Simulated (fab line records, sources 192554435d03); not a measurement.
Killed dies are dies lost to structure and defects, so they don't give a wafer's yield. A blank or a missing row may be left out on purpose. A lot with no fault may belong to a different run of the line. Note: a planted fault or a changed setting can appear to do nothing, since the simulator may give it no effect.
fab line records | flow n5Finfet
[record] lots = 4 wafers = 12 lastDay = 17
route steps=1938 shown FIN_SAQP@90 FIN_CUT@165 PASSIVATION@1936
lots that met no fault: taken from a fault-free run of the same line
startH: start of the lot's first displayed wafer, in hours after the record's first day | waitH: hours elapsed since this lot's preceding step | " unchanged from the row above | L1.1+2: a row that stands for several wafers | - either no value or no given start | * or withheld: withheld | < > ~ a bound
route shown NAME@n: names a module that has steps shown in the file, with the first one's number in the route | usual: mean/standard deviation taken from wafers without a fault | same: alike in all rows | chamber/n: place in a boat | sites: each site's reading | _std_site: standard deviation of those values | _edge_site: outer sites' mean less inner sites' | radiusMm: how far each site lies from the wafer's centre | mask NAME#n: copy n | behind: the last tool/chamber to shape the wafer | hold: cause of the lot's hold/its duration in hours/its outcome | device: transistor that didn't switch, given as n, p or np | end of line: the tests these same wafers got at the end of their route | step lacking rows: just its recipe | killed: count of dies lost to structure and defects at first sort (not the wafer's yield) | map: per-die view of a wafer (x killed, . not killed, _ where there is no die)
set.NAME: the setting the step ran with; set.NAME@STEP: the setting that earlier step ran with | model.NAME: the simulator's own value behind a step, which no gauge read
a table for each step, a row for each wafer; lots at some steps of the route
services: a tool's chamber out of use, with start hour (startH, from the record's first day; less than 0 if before it), hours out, and reason
[[steps]]
[step N5_FIN_SAQP_PRECLEAN_42]
[recipe] chemistry = O3/DIW timeS = 60 tempC = 22 o3Ppm = 10
[step N5_FIN_SAQP_PRECLEAN_00]
[recipe] chemistry = SC1 timeS = 60 tempC = 55 mix = 1:2:50
[step N5_FIN_SAQP_PRECLEAN_44]
[recipe] chemistry = SC2 timeS = 45 tempC = 35 mix = 1:1:50
[step N5_FIN_SAQP_SRD_01]
[recipe] dry = ipaMarangoni timeS = 30 tempC = 23 rinseLiquid = diw
[step N5_FIN_SAQP_ALD_61]
[recipe] material = SiO2 targetThkA = 40 tempC = 300 aldPrecursorFamily = BDEAS aldCoReactant = O2-plasma pulseTimeS = 1 purgeTimeS = 2 coReactantPurgeTimeS = 2 aldCycles = 43 pressureTorr = 2
[step N5_FIN_SAQP_DENSIFY_62]
[recipe] tempC = 700 timeS = 60 ambient = N2 idleTempC = 600 rampUpCPerS = 150 rampDownCPerS = 60 coolToC = 600
[step N5_FIN_SAQP_HM_DEP_03]
[recipe] material = SiNx targetThkA = 380 tempC = 400 precursor = SiH4/NH3/N2 pressureTorr = 1.5 rfW = 300 timeS = 33.6
[step N5_FIN_SAQP_PECVD_47]
[recipe] material = a-Si targetThkA = 450 tempC = 400 precursor = SiH4/He pressureTorr = 3 rfW = 100 timeS = 36.3
[step N5_FIN_SAQP_PECVD_48]
[recipe] material = SiNx targetThkA = 250 tempC = 400 precursor = SiH4/NH3/N2 pressureTorr = 1.5 rfW = 300 timeS = 22.1
[step N5_FIN_SAQP_PECVD_06]
[recipe] material = a-Si targetThkA = 600 tempC = 400 precursor = SiH4/He pressureTorr = 3 rfW = 100 timeS = 48.1
[usual] heaterPowerW = 837/82 showerheadPlenumPTorr = 5.65/0.058 throttleValvePct = 18.2/0.97
// columns lot.wafer tool chamber startH waitH heaterPowerW showerheadPlenumPTorr throttleValvePct
L130.2 pecvd-03 0 70.44 0.0 796 5.69 18.4
L130.4 " 1 " " 815 5.74 18.4
L130.5 " 0 " " 786 5.69 18.8
L138.4 pecvd-03 1 117.93 0.0 795 5.75 18.6
L138.5 " 2 " " 853 5.68 17.2
L138.6 " 0 " " 767 5.70 18.5
L141.2 pecvd-03 1 137.97 0.0 854 5.73 18.6
L141.3 " 0 " " 800 5.71 18.5
L141.5 " 1 " " 851 5.74 18.5
L145.1 pecvd-02 1 159.73 0.0 707 5.71 18.8
L145.4 " 0 " " 845 5.64 17.8
L145.6 " 2 " " 789 5.65 15.9
[step N5_FIN_SAQP_HM_DEP_72]
[recipe] material = SiO2 targetThkA = 120 tempC = 400 precursor = SiH4/N2O pressureTorr = 0.75 rfW = 275 timeS = 7.2
[step N5_FIN_SAQP_COAT_49]
[recipe] resist = SOC tempC = 250 timeS = 60 spinRpm = 1500 resistThkNm = 100
[step N5_FIN_SAQP_COAT_50]
[recipe] resist = SiARC tempC = 220 timeS = 60 spinRpm = 1500 resistThkNm = 35
[step N5_FIN_SAQP_COAT_10]
[recipe] resist = CAR-ArF spinRpm = 1500 resistThkNm = 90
[step N5_FIN_SAQP_EBR_12]
[recipe] solvent = PGMEA ebrWidthMm = 1.5
[step N5_FIN_SAQP_SOFTBAKE_11]
[recipe] tempC = 110 timeS = 60 resist = CAR-ArF
[step N5_FIN_SAQP_EXPOSE_13]
[recipe] maskId = FIN_CORE na = 1.35 sourceShape = dipole sigmaInner = 0.538 sigmaOuter = 0.738 polarization = te targetCdNm = 35.6 doseMj = 63.25
[step N5_FIN_SAQP_PEB_14]
[recipe] pebTempC = withheld pebTimeS = 60 resist = CAR-ArF
[step N5_FIN_SAQP_DEVELOP_15]
[recipe] developTimeS = 30 developer = TMAH resist = CAR-ArF devTempC = 23 rinseLiquid = diw dry = airSpin
[step N5_FIN_SAQP_INSPECT_18]
[recipe] mode = adi inspectInstrument = brightfield
[usual] rawDefectCount = 474/130
// columns lot.wafer tool chamber startH waitH rawDefectCount
L130.2 defectInspect-01 - 71.07 0.0 393
L130.4 " - " " 482
L130.5 " - " " 396
L138.4 defectInspect-01 - 118.54 0.0 884
L138.5 " - " " 999
L138.6 " - " " 813
L141.2 defectInspect-01 - 138.50 0.0 892
L141.3 " - " " 901
L141.5 " - " " 880
L145.1 defectInspect-01 - 160.37 0.0 586
L145.4 " - " " 561
L145.6 " - " " 498
[step N5_FIN_SAQP_DESCUM_21]
[recipe] chemistry = O2 timeS = 7.9 sourcePowerW = 50 biasPowerW = 20 pressureMtorr = 20 rfFrequencyHz = 2.712e+07 tempC = 40 resist = CAR-ArF o2FlowSccm = 225
[step N5_FIN_SAQP_ETCH_51]
[recipe] chemistry = CF4 target = SiARC targetDepthA = 455 maskMaterial = CAR-ArF timeS = 75.8 ionEnergyEv = 80 pressureMtorr = 40 sourceW = 545 biasW = 36 Ar_flow_sccm = 100 cf4FlowSccm = 100 ends = cleared
[step N5_FIN_SAQP_ETCH_52]
[recipe] chemistry = N2/H2 target = SOC targetDepthA = 1000 overetchA = 200 maskMaterial = SiARC tempC = 40 timeS = 150 ionEnergyEv = 200 pressureMtorr = 30 sourceW = 840 biasW = 150 n2FlowSccm = 200 h2FlowSccm = 200 ends = endPoint
[step N5_FIN_SAQP_STRIP_53]
[recipe] chemistry = N2/H2 tempC = 40 n2FlowSccm = 200 h2FlowSccm = 200 rfFrequencyHz = 6e+07
[step N5_FIN_SAQP_HM_OPEN_73]
[recipe] chemistry = CHF3/O2 target = SiO2 stopOn = a-Si targetDepthA = 120 overEtchFrac = 1.8 maskMaterial = SOC timeS = 16.8 pressureMtorr = 30 sourceW = 650 biasW = 170 Ar_flow_sccm = 200 CHF3_flow_sccm = 50 O2_flow_sccm = 5 ionEnergyEv = 200 ends = endPoint
[step N5_FIN_SAQP_STRIP_74]
[recipe] chemistry = CHF3/O2 resist = SiARC rfFrequencyHz = 6e+07
[step N5_FIN_SAQP_MANDREL_ETCH_22]
[recipe] targetDepthA = 600 chemistry = HBr/Cl2 target = a-Si stopOn = SiNx btTimeS = 10 overEtchFrac = 0.5 timeS = 30 pressureMtorr = 10 icpW = 800 biasW = 75 HBr_flow_sccm = 150 Cl2_flow_sccm = 80 ends = endPoint
[step N5_FIN_SAQP_STRIP_55]
[recipe] chemistry = N2/H2 powerW = 500 tempC = 40 pressureMtorr = 50 rfFrequencyHz = 6e+07 overashFraction = 0.3 biasPowerW = 28 h2Frac = 0.5 n2FlowSccm = 300 h2FlowSccm = 300
[step N5_FIN_SAQP_STRIP_23]
[recipe] chemistry = SPM timeS = 750 tempC = 130 h2so4H2o2VolRatio = 4
[step N5_FIN_SAQP_SRD_66]
[recipe] dry = ipaMarangoni timeS = 30 tempC = 23 rinseLiquid = diw
[step N5_FIN_SAQP_RECESS_75]
[recipe] chemistry = HF/NH3 target = SiO2 targetDepthA = 144 afsCycles = 3 tempC = 30 sublimationTempC = 180 sublimationTimeS = 60
[step N5_FIN_SAQP_SPACER1_ALD_24]
[recipe] material = SiO2 targetThkA = 203 tempC = 300 aldPrecursorFamily = BDEAS aldCoReactant = O2-plasma pulseTimeS = 1 purgeTimeS = 2 coReactantPurgeTimeS = 2 aldCycles = 218 pressureTorr = 2
[step N5_FIN_SAQP_SPACER1_ETCHBACK_25]
[recipe] chemistry = CHF3/O2 mode = anisotropicEtchback target = SiO2 targetDepthA = 244 timeS = 12.2 pressureMtorr = 30 sourceW = 650 biasW = 170 Ar_flow_sccm = 200 CHF3_flow_sccm = 50 O2_flow_sccm = 5 ionEnergyEv = 200
[step N5_FIN_SAQP_MANDREL1_REMOVE_56]
[recipe] chemistry = HBr/Cl2/O2 btTimeS = 10 target = a-Si stopOn = SiNx endpoint = OES-SiCl overEtchFrac = 1 icpW = 600 biasW = 22 HBr_flow_sccm = 150 Cl2_flow_sccm = 80 O2_flow_sccm = 5 pressureMtorr = 10
[step N5_FIN_SAQP_ETCH_57]
[recipe] chemistry = CH3F/O2 target = SiNx maskMaterial = SiO2 targetDepthA = 325 timeS = 46.4 pressureMtorr = 30 sourceW = 395 biasW = 73 Ar_flow_sccm = 150 CH3F_flow_sccm = 30 O2_flow_sccm = 20 ionEnergyEv = 120 ends = cleared
[step N5_FIN_SAQP_INSPECT_40]
[recipe] inspectInstrument = brightfield mode = aei
[usual] rawDefectCount = 242/66
// columns lot.wafer tool chamber startH waitH rawDefectCount
L130.2 defectInspect-02 - 75.57 0.0 192
L130.4 " - " " 328
L130.5 " - " " 194
L138.4 defectInspect-01 - 122.83 0.0 661
L138.5 " - " " 744
L138.6 " - " " 624
L141.2 defectInspect-01 - 144.43 0.1 579
L141.3 " - " " 609
L141.5 " - " " 605
L145.1 defectInspect-01 - 164.56 0.0 342
L145.4 " - " " 234
L145.6 " - " " 226
[step N5_FIN_CUT_INSPECT_10]
[recipe] mode = adi inspectInstrument = brightfield
[usual] rawDefectCount = 45/12
// columns lot.wafer tool chamber startH waitH rawDefectCount
L130.2 defectInspect-01 - 76.10 0.1 46
L130.4 " - " " 67
L130.5 " - " " 43
L138.4 defectInspect-02 - 123.23 0.0 422
L138.5 " - " " 424
L138.6 " - " " 460
L141.2 defectInspect-01 - 144.95 0.0 454
L141.3 " - " " 406
L141.5 " - " " 404
L145.1 defectInspect-02 - 164.95 0.1 58
L145.4 " - " " 54
L145.6 " - " " 44
[step N5_FIN_CUT_INSPECT_17]
[recipe] inspectInstrument = brightfield mode = aei
[usual] rawDefectCount = 248/65
// columns lot.wafer tool chamber startH waitH rawDefectCount
L130.2 defectInspect-01 - 77.50 0.0 195
L130.4 " - " " 309
L130.5 " - " " 187
L138.4 defectInspect-02 - 124.41 0.0 689
L138.5 " - " " 787
L138.6 " - " " 649
L141.2 defectInspect-01 - 145.90 0.0 589
L141.3 " - " " 590
L141.5 " - " " 627
L145.1 defectInspect-01 - 166.48 0.0 356
L145.4 " - " " 250
L145.6 " - " " 220
[step N5_PASSIVATION_PROBE_49]
[usual] killed_at_M0_to_M3 = 31/11 killed_at_M4_up = 14/5.1 killedAtContacts = 12/5.6 killedAtFrontEnd = 42/12 killedAtOther = 3.8/2.9 killedDies = 103/18 killedOnRim = 14/4.5 killedOpen = 67/14 killedShort = 33/8
[same] grossDies = 1180 killedAtBackSide = 0
// columns lot.wafer tool chamber startH waitH killed_at_M0_to_M3 killed_at_M4_up killedAtContacts killedAtFrontEnd killedAtOther killedDies killedOnRim killedOpen killedShort
L130.2 prober-01 - 326.31 0.1 40 22 11 55 1 129 17 82 41
L130.4 prober-01 - 326.41 0.2 41 14 4 41 3 103 12 69 34
L130.5 prober-01 - 326.46 0.2 59 31 10 38 2 140 23 95 42
L138.4 prober-02 - 384.37 0.2 27 18 6 95 6 152 26 57 34
L138.5 prober-02 - 384.42 0.2 39 10 8 157 3 217 16 60 37
L138.6 prober-02 - 384.47 0.3 51 16 7 130 3 207 34 67 40
L141.2 prober-02 - 385.94 0.1 30 13 9 94 6 152 28 55 30
L141.3 prober-02 - 385.99 0.1 18 11 8 140 4 181 24 50 27
L141.5 prober-02 - 386.09 0.2 21 10 11 95 9 146 26 51 32
L145.1 prober-01 - 416.36 0.0 23 9 3 43 1 79 13 54 25
L145.4 prober-01 - 416.51 0.2 31 5 6 47 4 93 17 62 30
L145.6 prober-01 - 416.61 0.3 26 18 13 36 3 96 14 66 26
// killed by level:class
L130.2 BEOL_M0_SAQP:geometricParticle:short=14 STI_FIN_REVEAL:geometricParticle:open=13 BEOL_M0_SAQP:geometricParticle:open=11 MOL_CONTACT_COAG:geometricParticle:open=8 BEOL_M4:geometricParticle:open=7 BEOL_M5:geometricParticle:open=7 BEOL_M3:geometricParticle:open=6 DUMMY_GATE:geometricParticle:open=6
L130.4 BEOL_M0_SAQP:geometricParticle:open=13 FIN_SAQP:geometricParticle:open=12 FIN_SAQP:geometricParticle:short=8 BEOL_M0_SAQP:geometricParticle:short=8 BEOL_M3:geometricParticle:open=7 DUMMY_GATE:geometricParticle:open=6 BEOL_M1:geometricParticle:open=6 BEOL_M4:geometricParticle:open=4
L130.5 BEOL_M0_SAQP:geometricParticle:open=17 BEOL_M4:geometricParticle:open=17 BEOL_M0_SAQP:geometricParticle:short=15 BEOL_M1:geometricParticle:open=9 MOL_CONTACT_COAG:geometricParticle:open=7 BEOL_M2:geometricParticle:open=7 ILD0:geometricParticle:open=6 FIN_SAQP:geometricParticle:open=4
L138.4 FIN_SAQP:unspecified=58 BEOL_M0_SAQP:geometricParticle:short=11 GATE_CUT:geometricParticle:short=8 STI_FIN_REVEAL:geometricParticle:open=7 BEOL_M0_SAQP:geometricParticle:open=7 BEOL_M5:geometricParticle:open=7 FIN_SAQP:geometricParticle:open=5 MOL_CONTACT_COAG:geometricParticle:open=5
L138.5 FIN_SAQP:unspecified=108 HKMG_FIN:areaEtch=10 FIN_SAQP:geometricParticle:short=8 STI_FIN_REVEAL:geometricParticle:open=8 BEOL_M0_SAQP:geometricParticle:short=8 BEOL_M1:geometricParticle:open=7 MOL_CONTACT_COAG:geometricParticle:open=6 BEOL_M3:geometricParticle:open=6
L138.6 FIN_SAQP:unspecified=96 BEOL_M0_SAQP:geometricParticle:short=17 BEOL_M0_SAQP:geometricParticle:open=13 BEOL_M1:geometricParticle:open=8 STI_FIN_REVEAL:geometricParticle:open=8 DUMMY_GATE:geometricParticle:open=5 MOL_CONTACT_COAG:geometricParticle:open=5 BEOL_M1:geometricParticle:short=4
L141.2 FIN_SAQP:unspecified=66 STI_FIN_REVEAL:geometricParticle:open=15 MOL_CONTACT_COAG:geometricParticle:open=8 BEOL_M0_SAQP:geometricParticle:short=8 BEOL_M0:geometricParticle:open=8 BEOL_M4:geometricParticle:open=6 BEOL_M4:geometricParticle:short=5 BEOL_M0_SAQP:geometricParticle:open=4
L141.3 FIN_SAQP:unspecified=95 STI_FIN_REVEAL:geometricParticle:open=9 HKMG_FIN:areaEtch=8 ILD0:geometricParticle:open=5 MOL_CONTACT_COAG:geometricParticle:open=5 ILD0:geometricParticle:short=4 GATE_CUT:geometricParticle:short=4 BEOL_M0_SAQP:geometricParticle:short=4
L141.5 FIN_SAQP:unspecified=63 STI_FIN_REVEAL:geometricParticle:open=9 MOL_CONTACT_COAG:geometricParticle:open=7 BEOL_M1:geometricParticle:short=6 GATE_CUT:geometricParticle:open=5 BEOL_M0_SAQP:geometricParticle:open=5 MOL_CONTACT_COAG:geometricParticle:short=4 MIM_TOP_ETCH:geometricParticle:short=4
L145.1 STI_FIN_REVEAL:geometricParticle:open=12 FIN_SAQP:geometricParticle:short=7 BEOL_M3:geometricParticle:open=7 FIN_SAQP:geometricParticle:open=6 BEOL_M2:geometricParticle:open=6 BEOL_M1:geometricParticle:open=4 STI_FIN_REVEAL:geometricParticle:short=3 ILD0:geometricParticle:open=3
L145.4 STI_FIN_REVEAL:geometricParticle:open=13 BEOL_M0_SAQP:geometricParticle:open=9 BEOL_M2:geometricParticle:open=9 FIN_SAQP:geometricParticle:short=7 FIN_SAQP:geometricParticle:open=6 STI_FIN_REVEAL:geometricParticle:short=5 GATE_CUT:geometricParticle:short=4 MOL_CONTACT_COAG:geometricParticle:open=4
L145.6 BEOL_M2:geometricParticle:open=13 MOL_CONTACT_COAG:geometricParticle:open=10 BEOL_M4:geometricParticle:open=10 FIN_SAQP:geometricParticle:short=6 STI_FIN_REVEAL:geometricParticle:open=6 ILD0:geometricParticle:open=4 HKMG_FIN:areaEtch=4 FIN_SAQP:geometricParticle:open=3
// map L138.5 (x killed, . not)
_________________............________________
______________x...x.x......xx..._____________
___________.......x.......x..x.....__________
__________...x.x..x..x.............x_________
________...x................x.......x._______
_______.....x...x......x.x..........xx.______
______......x..x...x..................x._____
_____.x.......x........x.x.....xx..x....x____
____.........x.........xx.................___
___......x...x......x.........x.....x.....x__
___..x.................xx..........x.......__
__x.............................x......x...x_
__......x...x..........x..................x._
_......x...................xx......x.........
_............................x....x....x.....
_.............................x............x.
_........x......x.....xx.............x.x.....
_.............x..xx..........x...............
_................x.x.xx......................
_..............xxxx.x.xx...x......x...x......
_..x.........xxxxxxx.xxxx..............x.....
__..........xxxxxxxxxxxx.x.....xx.x........._
__............xxxxxxxxxxxx.........xx......._
___....x....xxxxxxxxxxxxx......x.........x.__
___...x...xxxxxxxxxxxxx.x.......x..........__
____.....x..x.xxxxxxxxxx......x...........___
_____........xxxxxxxx...x................____
______..x...xxxxxxxxxx..x..............._____
_______.x.....xxxx...x.................______
________...x...x.x...................._______
__________xx..x...x..x.............._________
___________.....x..................__________
______________....x......xx....._____________
_________________x.....x.....________________
// map L141.3 (x killed, . not)
_________________.....x......________________
______________......x..........._____________
___________x..x....x..x......x.....__________
__________.......x..........x......._________
________........x...............x....._______
_______............................x.xx______
______........x....x......x.....xxxxx.xx_____
_____................x...........xxxxxxxx____
____.............................xxxxxxxxx___
___..x............x.............xxxxxxxxxxx__
___.........xx..................xxxxxxxxxxx__
__..x......x...................x.xxxxxxxxxxx_
__.............................x..xxxxxxxxxx_
_........x..xx................x..xxxxxxxxxx..
_.x.........................x....xxxxxxxxxx.x
_...............x..........x..........xxx.x..
_.x..x........xx.................x..x........
_.....x......x....x....x.....................
_..............x..........................x..
_...........x...x.............x..............
_.............................xx.............
__.x.....................x..x.x.........x..._
__....x...............x....x..x.....x.....x._
___.....x....xx.x..........................__
___................x.........xx..x.........__
____............x..........x..............___
_____..................x.................____
______.........x....x..........xx..x..x._____
_______....x.........x.................______
________..x..........................._______
__________x...x..x...............x.._________
___________........................__________
______________.............x...._____________
_________________......x..x..________________
[[services]]
// columns tool chamber startH hours kind
pecvd-02 - 92.09 3.4 repair
pecvd-02 0 95.73 5.0 scheduledDown
pecvd-03 1 110.42 2.1 scheduledDown
pecvd-02 2 112.92 2.1 scheduledDown
pecvd-03 - 122.25 2.5 repair
pecvd-03 - 133.85 2.2 repair
[[key]]
[firstSign] step = N5_FIN_SAQP_INSPECT_18 reading = rawDefectCount direction = up sigmas = 3.2 usual = 474 struck = 895
[effect] step = N5_FIN_SAQP_INSPECT_40 reading = rawDefectCount direction = up sigmas = 5.9 usual = 242 struck = 637
[effect] step = N5_FIN_CUT_INSPECT_10 reading = rawDefectCount direction = up sigmas = 33 usual = 45 struck = 428
[effect] step = N5_FIN_CUT_INSPECT_17 reading = rawDefectCount direction = up sigmas = 6.3 usual = 248 struck = 655
[effect] step = N5_PASSIVATION_PROBE_49 reading = killedAtFrontEnd direction = up sigmas = 6.2 usual = 42 struck = 118
[moreKillsBornAt] N5_FIN_SAQP_PECVD_06@pecvd-03 = 484
metAt N5_FIN_SAQP_PECVD_06
struckWafers L138.4,L138.5,L138.6,L141.2,L141.3,L141.5
testerLeftOut L138,L141
[baselineLoss] step = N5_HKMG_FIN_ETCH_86 wafers = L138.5
onsetBetween 70.44 117.93
[fault] kind = chamberParticleSource tool = pecvd-03 chamber = - onsetH = 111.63 steps = N5_FIN_SAQP_PECVD_06 ratePerVisitCm2 = 0.59946 endH = 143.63
// testerLeftOut: of these lots the tester's yield and bins aren't shown, on N5 and GAA mostly nor the transistor test; their killed dies are dies lost to structure and defects alone, not to doping, threshold or leakage, so they don't give the yield
// baselineLoss: these wafers lose ten dies or more at that step, a loss of the line's own and not of a fault; the sort's usual values leave them out
